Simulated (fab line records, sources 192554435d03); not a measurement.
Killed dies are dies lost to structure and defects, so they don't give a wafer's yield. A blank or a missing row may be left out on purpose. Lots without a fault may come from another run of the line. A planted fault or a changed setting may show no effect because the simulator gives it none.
Split-lot experiment | flow n5_finfet | 7 lots, 21 wafers read, on a route of 1938 steps

THE SPLIT
At N5_WELL_APT_EXPOSE_05 (exposes mask NWELL, defocus 0 nm, target cd 200 nm), the setting dose_mj was moved away from the recipe's 20.3 on 8 of the 21 wafers read, by -6.4% to +6.9%. The other wafers ran this setting at the recipe's value.

FROM THE SPLIT TO THE READING: what the file shows between them, 2 steps
- N5_WELL_APT_DEVELOP_07: develop time 45 s (also split here: develop_time_s)
- N5_WELL_APT_HARDBAKE_12: time 120 s

THE READING
cd_nm, in nm, at N5_WELL_APT_CD_MEAS_08 (target cd 200 nm). Fault-free wafers of this fab line usually give 199.9 nm, standard deviation 1.3 nm.

wafer  | tool, chamber at the split | dose_mj as run | against the recipe | cd_nm, nm | against lot-mates on the recipe
L075.1 | krf_scanner-02, 0          | 20.3           | recipe             | 200.1     | -
L075.2 | krf_scanner-02, 0          | 21.69          | +6.8%              | 210.2     | +10.1
L075.3 | krf_scanner-02, 0          | 21.69          | +6.8%              | 209.5     | +9.4
L077.1 | krf_scanner-01, 0          | 20.3           | recipe             | 198.8     | -
L077.2 | krf_scanner-01, 0          | 20.3           | recipe             | 197.6     | -
L077.5 | krf_scanner-01, 0          | 20.3           | recipe             | 198.1     | -
L085.1 | krf_scanner-01, 0          | 19             | -6.4%              | 188.8     | -11.7
L085.3 | krf_scanner-01, 0          | 19             | -6.4%              | 189.5     | -11.0
L085.4 | krf_scanner-01, 0          | 20.3           | recipe             | 200.5     | -
L088.2 | krf_scanner-02, 0          | 20.3           | recipe             | 201.1     | -
L088.3 | krf_scanner-02, 0          | 20.3           | recipe             | 200.3     | -
L088.6 | krf_scanner-02, 0          | 21.7           | +6.9%              | 212.3     | +11.6
L091.2 | krf_scanner-01, 0          | 20.3           | recipe             | 200.0     | -
L091.3 | krf_scanner-01, 0          | 20.3           | recipe             | 200.3     | -
L091.6 | krf_scanner-01, 0          | 20.3           | recipe             | 202.2     | -
L092.1 | krf_scanner-01, 0          | 20.3           | recipe             | 200.9     | -
L092.3 | krf_scanner-01, 0          | 20.3           | recipe             | 200.2     | -
L092.4 | krf_scanner-01, 0          | 20.3           | recipe             | 200.4     | -
L097.2 | krf_scanner-01, 0          | 19.42          | -4.3%              | 192.1     | no lot-mate on the recipe
L097.5 | krf_scanner-01, 0          | 19.42          | -4.3%              | 192.0     | no lot-mate on the recipe
L097.6 | krf_scanner-01, 0          | 19.42          | -4.3%              | 190.8     | no lot-mate on the recipe

THE FIT
A straight line over all 21 wafers: cd_nm changes by +1.67 nm for each +1% of dose_mj; r = +0.98; the points scatter about the line by 1.2 nm.
The same after taking each lot's own level away (the mean of its wafers on the recipe; 18 wafers): +1.61 nm for each +1%; r = +0.99; scatter 0.76 nm.
On that fit, the largest move of dose_mj shifts the reading by 11 nm.
The lots' own levels span 198.17 to 200.83 nm, that is 2.1 times the standard deviation above.
So the lot-to-lot level changes the slope little: the two slopes agree.
Check: with one of the wafers moved furthest among these (+6.9%) left out of the fit, the line predicts +10.7 nm for it against its lot-mates. It came out at +11.6 nm against them.

OTHER SPLITS ON THESE WAFERS
These wafers also went through other splits before the reading. Each is held against what the fit with the lots' levels taken away leaves over:
other split on the same wafers        | wafers away from the commonest value | r with cd_nm (lot level and that fit taken away)
N5_WELL_APT_DEVELOP_07 develop_time_s | 6                                    | +0.44

THE WHOLE CHAIN: every reading that the file lists as answering this split, in the file's order
step                   | what it does             | reading                                                         | change (the file's fit)              | r (the file's)
N5_WELL_APT_CD_MEAS_08 | target cd 200 nm         | cd_nm                                                           | +1.62 nm for each +1% of the setting | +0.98
N5_WELL_APT_DESCUM_13  | chemistry O2, time 7.9 s | WELL_APT.cd_nm (the simulator's own value, which no gauge read) | +1.62 nm for each +1% of the setting | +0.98

THE FILE'S OWN FIT
cd_nm changes by +1.62 nm for each +1% of dose_mj, r = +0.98.
